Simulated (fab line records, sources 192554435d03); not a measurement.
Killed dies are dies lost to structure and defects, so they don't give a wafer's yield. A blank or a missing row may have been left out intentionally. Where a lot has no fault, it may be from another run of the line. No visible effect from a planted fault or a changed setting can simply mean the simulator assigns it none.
8D (eight disciplines) problem report, filled in by code | flow n5Finfet | the parts of the form that need people (team, actions taken, sign-off) are left out

## 1. PROBLEM STATEMENT
Mean of etchRfOnTimeS at N5_BEOL_M0_SAQP_ETCH_83: 100.6 s across 3 wafers in 3 lots; on wafers with no fault it is 64.7 s (standard deviation 0.82). That is +44 standard deviations from the usual mean.
The step: etches SiARC in CF4, target depth 39 nm, time 65 s.
First seen on wafer L358.6, day 8 17:08, on rieDiel-04. The record has a number at this step for 25 wafers belonging to 9 lots. By rule, "out" or "out of limits" means more than 4 standard deviations away from the usual mean. All remaining wafers that have a number are taken as sound.

## 2. WHAT IT IS, WHAT IT ISN'T
question                    | is                     | is not
which readings at this step | etchRfOnTimeS          | drypumpMotorCurrentA, oesProductAu, rfVppV, showerheadPlenumPTorr, throttleValvePct
which lots                  | L358, L359, L363       | L347, L350, L351, L352, L353, L356
which wafers of those lots  | L358.6, L359.3, L363.3 | L358.4, L359.1, L359.2, L363.4
read on which tools         | rieDiel-04             | rieDiel-01, rieDiel-03
when                        | from day 8 17:08       | up to then (19 sound wafers); but 3 sound wafers of L359, L363 came after

## 3. SUSPECTS, AND WHAT RULES EACH OUT
Counting: any tool at a process step up to the reading remains a suspect provided it ran every lot that is out. Sound lots after the first of them don't rule it out here, since some wafers of a struck lot are sound.
- pecvd-01 at N5_BEOL_M0_SAQP_ILD_DEP_01 (deposits SiOC from DEMS/O2, target thk 45.419 nm, time 8.7 s): kept. Every lot that is out went through it, the first being L358 (day 8 15:33); the last sound lot it ran before that was L356 (day 7 21:55).
- rieDiel-04 at N5_BEOL_M0_SAQP_ETCH_83 (etches SiARC in CF4, target depth 39 nm, time 65 s): kept. Every lot that is out went through it, the first being L358 (day 8 17:08); the last sound lot it ran before that was L356 (day 8 01:58). Its own etchRfOnTimeS readings are out on those wafers.
What counting leaves: pecvd-01 at N5_BEOL_M0_SAQP_ILD_DEP_01 and rieDiel-04 at N5_BEOL_M0_SAQP_ETCH_83.

## 4. THE CAUSE (what the simulator had put in)
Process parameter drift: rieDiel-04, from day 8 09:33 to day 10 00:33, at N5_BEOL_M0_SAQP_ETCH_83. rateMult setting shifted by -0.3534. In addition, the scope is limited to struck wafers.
After counting, 2 suspects remain, this tool included.

## 5. THE CHAIN OF EFFECTS, in route order
One row per reading whose mean, taken over the struck wafers that have a number, lies over 3 standard deviations from the usual. Readings are gone through only where the record gives a usual standard deviation; hours: the median, over the lots, of the time from a lot's start at the first step in this table giving one to that lot's start at this step; sigmas: the change measured in usual standard deviations.
hours | step                    | reading       | usual  | on struck wafers | change | sigmas
0     | N5_BEOL_M0_SAQP_ETCH_83 | etchRfOnTimeS | 64.7 s | 100.6            | +35.9  | +44
Its process steps:
- N5_BEOL_M0_SAQP_ETCH_83: etches SiARC in CF4, target depth 39 nm, time 65 s.
At these later measuring or inspecting steps, every struck wafer for which the step has a row has a number for every such reading, and none has moved that far: N5_BEOL_M4_RC_MEAS_101.

## 6. WHAT WOULD HAVE CAUGHT IT SOONER
In this record no reading fell out of limits until day 8 17:08, 8 hours after the fault had begun at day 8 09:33.
